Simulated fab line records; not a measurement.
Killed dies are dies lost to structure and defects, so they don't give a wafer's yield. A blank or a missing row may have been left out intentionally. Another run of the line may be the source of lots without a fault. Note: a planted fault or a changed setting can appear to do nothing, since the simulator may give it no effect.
Chamber matching | flow n5_finfet | pecvd-03 running N5_BEOL_M15_ILD_DEP_00: 3 sister chambers
The step deposits SiO2 from TEOS/O2, target thk 1629.3 nm, time 346.1 s. 6 wafers are shown with their chamber, then 11 later ones without.

== WAFERS PAIRED WITH THEIR CHAMBERS ==
wafer  | chamber | throttle_valve_pct (%) | showerhead_vpp_V (V)
L083.3 | 2       | 17.4                   | 1935
L083.5 | 2       | 17.5                   | 1952
L084.1 | 1       | 18.6                   | 1913
L084.2 | 0       | 19.6                   | 1767
L084.5 | 1       | 18.4                   | 1928
L085.2 | 0       | 19.7                   | 1800

== WAFERS MISSING THEIR CHAMBER ==
wafer  | throttle_valve_pct (%) | showerhead_vpp_V (V)
L085.5 | 17.4                   | 1976
L085.6 | 19.4                   | 1783
L091.4 | 18.6                   | 1929
L091.5 | 19.4                   | 1797
L091.6 | 17.5                   | 1962
L093.1 | 17.5                   | 1948
L093.3 | 18.7                   | 1942
L093.4 | 17.5                   | 1958
L095.2 | 17.4                   | 1931
L095.4 | 19.5                   | 1782
L095.5 | 17.2                   | 1972

== CHAMBER TAKEN BY EACH ==
wafer  | from the rows above | in truth
L085.5 | 2                   | 2
L085.6 | 0                   | 0
L091.4 | 1                   | 1
L091.5 | 0                   | 0
L091.6 | 2                   | 2
L093.1 | 2                   | 2
L093.3 | 1                   | 1
L093.4 | 2                   | 2
L095.2 | 2                   | 2
L095.4 | 0                   | 0
L095.5 | 2                   | 2
Placed correctly: 11 of 11. Left unplaced by these rows: 0. Placed wrongly: 0.
How it was worked out, from the rows above alone: a wafer's distance from a chamber is the root of the sum, over the readings, of the square of ((its reading less the chamber's mean) divided by the reading's scatter). The wafer belongs to the nearest chamber; if the next one is less than 2 further off, it can't be placed. The mean given for a chamber averages the wafers shown for that chamber. How the scatter is found: for the shown wafers, subtract from each reading the mean of its chamber, square and add these, divide the total by (wafers less chambers), then take the root.
